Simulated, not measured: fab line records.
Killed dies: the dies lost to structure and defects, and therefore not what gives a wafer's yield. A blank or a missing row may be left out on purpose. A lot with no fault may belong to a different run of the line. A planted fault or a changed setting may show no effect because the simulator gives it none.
What tool caused it? + flow nandHarc + 13 lots with 39 wafers sampled at 5 steps, on a route of 1302 steps

## WHAT EACH GAUGE READ, for each wafer
NHARC_A_SGD_CUT_INSPECT_25. Usual: rawDefectCount 389, standard deviation 110.
| lot  | measured     | on               | rawDefectCount | flag |
|------|--------------|------------------|----------------|------|
| L715 | day 19 22:28 | defectInspect-01 | 391 552 411    |      |
| L713 | day 19 22:28 | defectInspect-02 | 299 254 329    |      |
| L714 | day 19 22:32 | defectInspect-02 | 406 412 307    |      |
| L718 | day 21 06:51 | defectInspect-01 | 343 265 354    |      |
| L720 | day 23 00:46 | defectInspect-02 | 463 542 412    |      |
| L721 | day 23 07:17 | defectInspect-01 | 295 369 239    |      |
| L723 | day 23 11:54 | defectInspect-02 | 327 353 343    |      |
| L722 | day 23 11:56 | defectInspect-01 | 324 305 261    |      |
| L728 | day 25 02:11 | defectInspect-01 | 437 356 395    |      |
| L727 | day 25 02:12 | defectInspect-02 | 336 372 329    |      |
| L730 | day 26 17:26 | defectInspect-02 | 249 384 296    |      |
| L734 | day 28 20:59 | defectInspect-02 | 316 516 363    |      |
| L735 | day 28 21:01 | defectInspect-02 | 349 309 480    |      |

NHARC_A_SIN_REMOVE_INSPECT_04. Usual: rawDefectCount 402, standard deviation 110.
| lot  | measured     | on               | rawDefectCount | flag |
|------|--------------|------------------|----------------|------|
| L715 | day 20 17:46 | defectInspect-01 | 383 471 420    |      |
| L713 | day 20 17:46 | defectInspect-02 | 338 322 387    |      |
| L714 | day 20 23:05 | defectInspect-02 | 414 440 315    |      |
| L718 | day 22 01:52 | defectInspect-02 | 356 289 355    |      |
| L720 | day 23 20:51 | defectInspect-01 | 461 541 422    |      |
| L721 | day 24 01:31 | defectInspect-01 | 299 386 279    |      |
| L723 | day 24 05:56 | defectInspect-02 | 354 369 293    |      |
| L722 | day 24 07:31 | defectInspect-02 | 345 345 334    |      |
| L728 | day 25 22:40 | defectInspect-01 | 391 342 400    |      |
| L727 | day 25 20:55 | defectInspect-02 | 338 397 360    |      |
| L730 | day 27 12:04 | defectInspect-01 | 243 363 299    |      |
| L734 | day 29 16:23 | defectInspect-02 | 380 527 437    |      |
| L735 | day 29 20:11 | defectInspect-02 | 396 345 526    |      |

NHARC_A_WL_FILL_INSPECT_15. Usual: rawDefectCount 490, standard deviation 110.
| lot  | measured     | on               | rawDefectCount | flag |
|------|--------------|------------------|----------------|------|
| L715 | day 21 11:32 | defectInspect-02 | 664 532 438    |      |
| L713 | day 21 11:39 | defectInspect-01 | 474 352 396    |      |
| L714 | day 21 17:26 | defectInspect-01 | 478 708 395    |      |
| L718 | day 23 00:18 | defectInspect-02 | 384 426 489    |      |
| L720 | day 24 16:20 | defectInspect-02 | 527 539 478    |      |
| L721 | day 24 19:50 | defectInspect-01 | 372 391 323    |      |
| L723 | day 25 00:23 | defectInspect-02 | 505 492 491    |      |
| L722 | day 25 00:20 | defectInspect-01 | 380 485 468    |      |
| L728 | day 26 18:19 | defectInspect-01 | 532 382 484    |      |
| L727 | day 26 18:19 | defectInspect-02 | 631 631 620    |      |
| L730 | day 28 06:11 | defectInspect-02 | 252 313 283    |      |
| L734 | day 30 10:14 | defectInspect-01 | 547 672 591    |      |
| L735 | day 30 14:01 | defectInspect-01 | 345 314 447    |      |

NHARC_END_SORT_01. Usual: killedAtArray 52, standard deviation 19; killedAtOther 0.9, standard deviation 1.3; killedAtPeriphery 4, standard deviation 3.1; killedDies 57, standard deviation 18; killedOpen 3.2, standard deviation 1.7; killedShort 2.3, standard deviation 1.4.
| lot  | measured     | on        | killedAtArray | killedAtOther | killedAtPeriphery | killedDies | killedOpen | killedShort | flag |
|------|--------------|-----------|---------------|---------------|-------------------|------------|------------|-------------|------|
| L714 | day 25 00:32 | prober-01 | 64 52 82      | 1 0 1         | 6 8 5             | 71 60 88   | 4 2 1      | 2 2 2       |      |

## WHAT TOOL EACH LOT RAN ON (gives the tool, then ch and the chambers of the sampled wafers, and finally the start)
| lot  | NHARC_A_WL_FILL_ETCHBACK_16       |
|------|-----------------------------------|
| L715 | rieDiel-04 ch 0,2,3, day 21 05:07 |
| L713 | rieDiel-03 ch 0,2,3, day 21 05:01 |
| L714 | rieDiel-03 ch 0,1,3, day 21 10:40 |
| L718 | rieDiel-03 ch 2,3, day 22 17:40   |
| L720 | rieDiel-03 ch 0,1,3, day 24 09:46 |
| L721 | rieDiel-04 ch 0,1,3, day 24 12:50 |
| L723 | rieDiel-03 ch 1,2,3, day 24 17:46 |
| L722 | rieDiel-06 ch 1,3, day 24 17:50   |
| L728 | rieDiel-06 ch 0,2,3, day 26 11:53 |
| L727 | rieDiel-03 ch 0,1,2, day 26 11:56 |
| L730 | rieDiel-06 ch 0,1,2, day 27 23:37 |
| L734 | rieDiel-06 ch 1,3, day 30 03:44   |
| L735 | rieDiel-04 ch 0,1,2, day 30 07:29 |
- NHARC_A_WL_FILL_ETCHBACK_16: etches the open film in C4F8/O2/Ar, target depth 120 nm, time 24 s.

## AS READ BY THE TOOLS THEMSELVES (means over the sampled wafers that have a number; for cases with no such wafer, the mark the record gives instead)
NHARC_A_WL_FILL_ETCHBACK_16. Usual: oesProductAu 0.97 a.u., standard deviation 0.035; rfFwdPowerW 589 W, standard deviation 3.1; rfVppV 723 V, standard deviation 4.5.
| lot  | tool       | oesProductAu (a.u.) | rfFwdPowerW (W) | rfVppV (V) | flag |
|------|------------|---------------------|-----------------|------------|------|
| L715 | rieDiel-04 | 1.01                | 585             | 725        |      |
| L713 | rieDiel-03 | 1.00                | 592             | 723        |      |
| L714 | rieDiel-03 | 0.99                | 590             | 721        |      |
| L718 | rieDiel-03 | 0.98                | 592             | 727        |      |
| L720 | rieDiel-03 | 0.99                | 592             | 721        |      |
| L721 | rieDiel-04 | 0.99                | 586             | 725        |      |
| L723 | rieDiel-03 | 0.93                | 591             | 724        |      |
| L722 | rieDiel-06 | 0.93                | 588             | 727        |      |
| L728 | rieDiel-06 | 1.00                | 591             | 724        |      |
| L727 | rieDiel-03 | 1.04                | 624             | 720        | OFF  |
| L730 | rieDiel-06 | 0.93                | 591             | 719        |      |
| L734 | rieDiel-06 | 0.96                | 589             | 727        |      |
| L735 | rieDiel-04 | 0.98                | 589             | 725        |      |

## THE ANSWER, worked out from the rows above alone
Rule: lot off if the mean of its wafers having a number is beyond 3 standard deviations from the usual mean. A lot without any number at a reading at which 4 lots or more have one is off too. Any other lot the step has rows for is counted as sound. Order of review: gauges by route order, followed by the tools' own readings, for which a lot's mean as printed above is used. The first step at which some lot is off is used, and at that step the reading that is off furthest; a lot without a number counts as furthest.
Off, at NHARC_A_WL_FILL_ETCHBACK_16 on rfFwdPowerW: L727.
If a tool, at that step or one of the process steps before it, ran each lot that is off and ran no sound lot following the first of them, it fits. One fits: rieDiel-03 at NHARC_A_WL_FILL_ETCHBACK_16. A fault onset in the window from L723 (day 24 17:46, its last sound lot) to L727 (day 26 11:56, its first lot off) fits.
On the lots that are off, the tool's own readings at NHARC_A_WL_FILL_ETCHBACK_16 differ by more than 5 times the standard deviation of the sound lots' means, which bears it out; rfFwdPowerW reads 624 W there versus 590 W on the sound lots.

## WHAT THE SIMULATOR HAD PUT IN
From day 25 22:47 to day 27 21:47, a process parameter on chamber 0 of rieDiel-03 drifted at NHARC_A_WL_FILL_ETCHBACK_16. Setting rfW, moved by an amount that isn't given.
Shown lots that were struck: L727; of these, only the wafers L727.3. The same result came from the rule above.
